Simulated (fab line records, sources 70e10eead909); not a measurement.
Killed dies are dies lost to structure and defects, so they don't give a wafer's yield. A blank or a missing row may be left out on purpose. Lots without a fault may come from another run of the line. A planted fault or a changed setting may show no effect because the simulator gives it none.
fab line records | flow nand_harc
record lots=14 wafers=42 last_day=25
route steps=1159 shown THIN_TSV@1118
lots that met no fault: from a run of the same line without faults
start_h: hours from the record's first day to the start of the lot's first wafer shown | wait_h: hours since the lot's step before | " the same as in the row above | L1.1+2: a row that stands for several wafers | - no value, or no start given | * or withheld: withheld | < > ~ a bound
route shown NAME@n: a module of which the file shows steps, and the number in the route of the first | usual: mean/standard deviation of fault-free wafers | same: alike in all rows | chamber/n: place in a boat | sites: the reading at each site | _std_site: their standard deviation | _edge_site: outer sites' mean less inner sites' | radius_mm: how far each site lies from the wafer's centre | mask NAME#n: copy n | behind: the tool/chamber that last shaped the wafer | hold: why the lot was held/for how many hours/how that ended | device: the transistor (n, p or np) that didn't switch | end of line: the same wafers' tests at the end of the route | a step without rows: its recipe alone | killed: dies lost to structure and defects at the first sort, not the wafer's yield | map: a wafer's dies, x killed, . not, _ none there
set.NAME: the setting as run; set.NAME@STEP: as run at that earlier step | model.NAME: the simulator's own value behind a step, which no gauge read
steps of the route over a sample of lots; a table a step, a row a wafer
services: from which hour (start_h, from the record's first day; less than 0 if before it) a tool's chamber was out of use, for how many hours, and why
## steps
# step NHARC_THIN_TSV_DESCUM_14
# recipe time_s=3 o2_flow_sccm=200 ar_flow_sccm=0 bias_power_w=0 chemistry=O2
# usual chamber_pressure_mTorr=60.00/0.056 drypump_motor_current_A=5.6/0.56 o2_flow_sccm=200.0/0.64 oes_product_au=1.003/0.011 rf_vpp_V=57.6/0.92 showerhead_plenum_p_Torr=1.88/0.093 throttle_valve_pct=11.311/0.0099
# columns lot.wafer tool chamber start_h wait_h chamber_pressure_mTorr drypump_motor_current_A o2_flow_sccm oes_product_au rf_hours_counter_h rf_vpp_V showerhead_plenum_p_Torr throttle_valve_pct
L555.2 rie_diel-12 1 426.59 - 59.98 4.9 200.2 1.010 3 55.7 1.77 11.312
L555.4 " 2 " " 60.05 5.4 200.5 0.990 4 58.9 2.05 11.314
L555.3 " 3 " " 60.02 5.7 199.6 0.993 3 58.5 1.92 11.310
L557.4 rie_diel-11 3 427.91 - 59.94 5.1 199.8 1.000 4 57.6 2.05 11.303
L557.3 " 1 " " 60.06 6.6 200.2 1.004 2 56.5 1.80 11.308
L557.6 " 2 " " 60.05 5.9 201.2 0.996 - 57.6 1.92 11.300
L554.1 rie_diel-12 3 429.07 - 60.09 5.7 199.6 1.000 4 59.0 1.92 11.314
L554.6 " 0 " " 60.01 5.4 199.9 0.979 - 57.0 1.80 11.342
L554.5 " 1 " " 59.90 4.9 198.8 1.011 - 57.3 1.77 11.303
L556.3 rie_diel-06 0 434.72 - 59.99 4.7 200.0 1.027 0 57.1 1.78 11.307
L556.4 " 1 " " 60.00 5.7 200.3 0.993 1 57.7 1.83 11.324
L556.5 " 2 " " 60.16 6.3 200.0 1.017 - 58.4 1.99 11.317
L559.4 rie_diel-06 0 447.68 - 59.93 4.7 201.0 1.005 1 55.9 1.78 11.309
L559.6 " 0 " " 59.95 4.8 200.8 1.005 - 55.8 1.78 11.310
L559.5 " 1 " " 60.04 5.7 199.8 0.991 - 57.7 1.83 11.300
L564.4 rie_diel-06 1 480.22 - 60.10 5.7 198.5 0.998 5 57.9 1.83 11.298
L564.5 " 0 " " 60.01 4.7 199.7 1.007 - 58.7 1.78 11.294
L564.6 " 1 " " 59.98 5.7 199.9 0.994 - 57.2 1.83 11.305
L568.1 rie_diel-11 3 492.24 - 60.07 5.1 201.6 0.999 8 59.0 2.05 11.328
L568.6 " 0 " " 60.04 6.1 200.4 0.991 - 57.6 2.01 11.314
L568.5 " 1 " " 59.97 6.6 201.0 1.016 - 56.2 1.80 11.310
L566.2 rie_diel-06 2 499.47 - 59.97 6.3 200.1 1.012 4 58.7 1.99 11.302
L566.1 " 3 " " 60.04 5.5 199.4 1.011 5 58.5 1.87 11.316
L566.3 " 0 " " 59.98 4.7 199.7 1.021 6 57.6 1.78 11.303
L569.2 rie_diel-12 3 517.50 - 60.02 5.7 200.0 1.005 12 57.0 1.92 11.315
L569.1 " 2 " " 60.00 5.4 200.0 0.999 13 58.7 2.04 11.310
L569.5 " 3 " " 60.01 5.7 200.3 1.011 - 58.6 1.92 11.317
L573.4 rie_diel-06 0 529.57 - 59.95 4.8 199.5 1.011 8 56.1 1.78 11.294
L573.3 " 1 " " 60.07 5.7 199.9 0.994 8 55.9 1.83 11.305
L573.6 " 0 " " 60.03 4.7 200.3 1.021 - 57.3 1.78 11.307
L572.3 rie_diel-11 2 536.33 - 59.89 5.9 199.7 0.998 10 57.8 1.92 11.308
L572.2 " 3 " " 60.03 5.1 199.2 0.994 9 58.1 2.05 11.326
L572.6 " 1 " " 60.07 6.6 200.9 1.010 - 56.9 1.80 11.306
L576.2 rie_diel-11 2 567.78 - 59.99 5.9 200.3 1.005 1 57.8 1.92 11.299
L576.1 " 3 " " 59.98 5.2 200.4 1.006 1 57.7 2.05 11.314
L576.5 " 2 " " 60.08 5.9 199.7 1.012 - 59.7 1.92 11.305
L575.2 rie_diel-06 0 569.01 - 60.06 4.7 201.2 1.023 11 56.4 1.78 11.302
L575.4 " 1 " " 60.01 5.7 200.0 1.002 11 58.0 1.83 11.309
L575.5 " 1 " " 60.00 5.7 200.4 0.989 - 56.2 1.83 11.323
L577.3 rie_diel-06 3 577.71 - 59.93 5.5 200.0 1.006 11 59.1 1.87 11.321
L577.2 " 0 " " 59.93 4.7 200.9 1.011 12 56.1 1.78 11.313
L577.5 " 3 " " 59.94 5.5 199.0 0.988 - 57.0 1.87 11.317
# step NHARC_THIN_TSV_CD_MEAS_16
# usual cd_nm=1000.3/2.2
# columns lot.wafer tool chamber start_h wait_h cd_nm
L555.2 cd_sem-01 - 427.39 0.1 997.8
L555.3 " - " " 997.7
L555.4 " - " " 1001.6
L557.3 cd_sem-03 - 428.71 0.1 998.1
L557.4 " - " " 996.5
L557.6 " - " " 999.2
L554.1 cd_sem-02 - 429.86 0.1 1001.8
L554.5 " - " " 998.8
L554.6 " - " " 998.8
L556.3 cd_sem-03 - 435.53 0.1 1000.0
L556.4 " - " " 1002.9
L556.5 " - " " 999.2
L559.4 cd_sem-02 - 448.49 0.1 998.8
L559.5 " - " " 997.8
L559.6 " - " " 1002.2
L564.4 cd_sem-03 - 481.02 0.1 1001.8
L564.5 " - " " 1002.4
L564.6 " - " " 999.8
L568.1 cd_sem-01 - 493.02 0.1 999.8
L568.5 " - " " 1000.0
L568.6 " - " " 999.7
L566.1 cd_sem-01 - 500.27 0.1 1002.7
L566.2 " - " " 1001.8
L566.3 " - " " 1001.5
L569.1 cd_sem-01 - 518.43 0.1 998.9
L569.2 " - " " 999.8
L569.5 " - " " 999.7
L573.3 cd_sem-03 - 530.39 0.1 1002.2
L573.4 " - " " 999.5
L573.6 " - " " 1000.5
L572.2 cd_sem-03 - 537.11 0.1 1000.4
L572.3 " - " " 999.4
L572.6 " - " " 1000.8
L576.1 cd_sem-01 - 568.58 0.1 1002.1
L576.2 " - " " 1000.0
L576.5 " - " " 1000.1
L575.2 cd_sem-01 - 569.81 0.1 1001.8
L575.4 " - " " 998.8
L575.5 " - " " 1001.7
L577.2 cd_sem-02 - 578.51 0.1 996.6
L577.3 " - " " 999.4
L577.5 " - " " 1000.3
# step NHARC_THIN_TSV_DEGAS_53
# recipe temp_c=300 time_s=60
# usual heater_power_w=473/77
# columns lot.wafer tool chamber start_h wait_h heater_power_w
L555.2 pvd_sputter-01 - 432.12 0.1 683
L555.4 " - " " 491
L555.3 " - " " 455
L557.3 pvd_sputter-03 - 432.56 0.1 493
L557.4 " - " " 512
L557.6 " - " " 459
L554.1 pvd_sputter-03 - 433.70 0.1 502
L554.5 " - " " 528
L554.6 " - " " 408
L556.4 pvd_sputter-01 - 439.35 0.1 456
L556.3 " - " " 444
L556.5 " - " " 683
L559.4 pvd_sputter-03 - 452.55 0.1 419
L559.5 " - " " 404
L559.6 " - " " 448
L564.4 pvd_sputter-02 - 484.88 0.1 377
L564.6 " - " " 425
L564.5 " - " " 378
L568.1 pvd_sputter-01 - 496.84 0.1 480
L568.6 " - " " 458
L568.5 " - " " 692
L566.3 pvd_sputter-03 - 504.13 0.1 413
L566.1 " - " " 439
L566.2 " - " " 534
L569.2 pvd_sputter-02 - 522.26 0.1 376
L569.1 " - " " 501
L569.5 " - " " 380
L573.3 pvd_sputter-02 - 534.32 0.1 417
L573.4 " - " " 522
L573.6 " - " " 382
L572.2 pvd_sputter-02 - 541.48 0.1 422
L572.3 " - " " 376
L572.6 " - " " 423
L576.1 pvd_sputter-01 - 572.39 0.1 486
L576.2 " - " " 465
L576.5 " - " " 489
L575.4 pvd_sputter-01 - 574.07 0.1 494
L575.2 " - " " 645
L575.5 " - " " 501
L577.2 pvd_sputter-03 - 582.31 0.1 399
L577.3 " - " " 446
L577.5 " - " " 401
# step NHARC_THIN_TSV_ETCH_36
# recipe target_depth_a=650 over_etch_frac=0.3 time_s=18.571 ion_energy_ev=150 chemistry=Cl2/BCl3
# usual chamber_pressure_mTorr=9.999/0.0092 drypump_motor_current_A=5.8/0.39 oes_product_au=0.999/0.0086 run_length_s=39.8/0.48
# columns lot.wafer tool chamber start_h wait_h chamber_pressure_mTorr drypump_motor_current_A oes_product_au rf_hours_counter_h run_length_s
L555.2 rie_metal-02 0 433.84 0.2 9.999 6.3 0.991 1.0 39.6
L555.3 " 1 " " 9.979 5.2 0.992 - 40.7
L555.4 " 0 " " 10.000 6.3 1.002 - 39.6
L557.3 rie_metal-03 0 434.28 0.1 10.000 5.7 1.003 - 39.3
L557.4 " 1 " " 9.995 5.7 1.003 - 39.9
L557.6 " 0 " " 9.997 5.7 1.008 - 39.8
L554.1 rie_metal-01 0 435.24 0.2 9.991 5.7 0.996 3.1 40.4
L554.6 " 1 " " 10.011 6.3 0.994 - 39.5
L554.5 " 0 " " 10.002 5.7 0.997 - 40.7
L556.3 rie_metal-02 0 441.02 0.1 9.984 6.2 0.987 - 39.3
L556.4 " 1 " " 9.977 5.2 0.996 - 40.1
L556.5 " 1 " " 9.994 5.2 0.990 - 40.1
L559.4 rie_metal-01 0 454.21 0.2 9.999 5.7 1.001 - 40.2
L559.5 " 0 " " 9.988 5.7 0.988 - 40.3
L559.6 " 1 " " 9.995 6.3 0.999 - 38.8
L564.4 rie_metal-02 1 486.45 0.1 10.017 5.1 1.009 - 40.3
L564.5 " 0 " " 10.009 6.3 1.022 - 39.8
L564.6 " 1 " " 10.008 5.1 1.007 - 40.1
L568.1 rie_metal-03 1 498.38 0.2 10.003 5.7 0.991 0.9 35.4
L568.5 " 0 " " 9.987 5.7 1.011 - 39.4
L568.6 " 1 " " 9.991 5.7 0.998 - 35.0
L566.2 rie_metal-03 0 505.88 0.3 9.985 5.7 1.017 1.2 39.4
L566.1 " 1 " " 10.003 5.7 0.998 1.2 35.6
L566.3 " 1 " " 9.997 5.7 1.007 - 39.9
L569.1 rie_metal-01 0 523.96 0.2 10.000 5.6 0.991 0.4 40.5
L569.2 " 1 " " 10.002 6.3 0.992 0.4 38.8
L569.5 " 0 " " 9.999 5.7 0.991 - 40.5
L573.3 rie_metal-02 0 535.94 0.2 10.016 6.2 1.013 - 39.3
L573.4 " 1 " " 9.997 5.1 1.000 - 40.8
L573.6 " 0 " " 10.010 6.3 1.013 - 39.4
L572.2 rie_metal-01 1 543.17 0.2 9.995 6.3 0.988 0.9 39.0
L572.3 " 1 " " 9.990 6.3 1.001 - 38.9
L572.6 " 1 " " 10.006 6.3 0.984 - 39.1
L576.2 rie_metal-01 0 574.18 0.2 10.007 5.7 0.990 1.5 40.9
L576.1 " 1 " " 9.991 6.3 0.996 1.5 38.9
L576.5 " 1 " " 9.986 6.3 1.003 - 39.4
L575.2 rie_metal-03 1 575.71 0.2 10.024 5.7 0.999 3.1 39.8
L575.4 " 1 " " 9.990 5.7 1.000 - 40.4
L575.5 " 0 " " 10.001 5.6 1.009 - 39.2
L577.2 rie_metal-01 1 584.01 0.2 10.019 6.3 1.004 1.8 39.1
L577.3 " 0 " " 9.997 5.7 0.997 - 40.4
L577.5 " 0 " " 10.011 5.6 1.001 - 40.2
## services
# columns tool chamber start_h hours kind
rie_metal-03 - 453.00 9.0 pm
rie_diel-06 2 454.50 7.5 repair
rie_metal-01 0 455.90 2.6 repair
rie_diel-12 0 458.16 4.6 repair
rie_metal-03 - 462.02 0.7 repair
rie_diel-12 3 464.19 2.7 repair
pvd_sputter-01 - 464.32 6.8 repair
pvd_sputter-03 - 469.78 10.0 pm
pvd_sputter-03 - 492.24 10.0 repair
rie_diel-06 - 504.55 0.7 repair
rie_diel-11 3 504.84 4.9 repair
pvd_sputter-03 - 508.54 2.2 repair
rie_metal-01 - 509.00 9.0 pm
pvd_sputter-01 - 514.00 10.0 pm
pvd_sputter-02 - 516.52 2.5 repair
rie_diel-12 0 516.55 15.7 repair
rie_metal-03 - 524.48 0.5 repair
rie_metal-03 - 533.26 0.2 repair
pvd_sputter-03 - 535.15 3.3 repair
rie_diel-11 - 543.50 9.0 pm
pvd_sputter-02 - 562.82 1.3 repair
rie_metal-02 - 565.00 9.0 pm
pvd_sputter-02 - 570.00 10.0 pm
rie_diel-11 - 583.40 0.8 repair
## key
first_sign step=NHARC_THIN_TSV_ETCH_36 reading=run_length_s direction=down sigmas=9.2 usual=* struck=*
effect none on later readings
met_at NHARC_THIN_TSV_ETCH_36
struck_lots L566,L568
struck_wafers L566.1,L568.1,L568.6
later_rows_left_out L566.1,L568.1,L568.6
sort_left_out L566.1,L568.1,L568.6
not_acting_at NHARC_THIN_TSV_DESCUM_14,NHARC_THIN_TSV_CD_MEAS_16,NHARC_THIN_TSV_DEGAS_53
onset_between 434.28 498.38
fault kind=process_parameter_drift tool=rie_metal-03 chamber=- onset_h=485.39 steps=NHARC_THIN_TSV_ETCH_36 channel=time_s offset=* shape=step end_h=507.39 scope=struck_wafers_only acts_in=* stated=*
# sort_left_out: the simulated sort isn't trusted on such a fault, so these wafers' sort isn't shown, and their yield isn't known
# later_rows_left_out: the simulator's readings of these wafers behind a module that went badly wrong aren't trusted and aren't shown, but for the sort
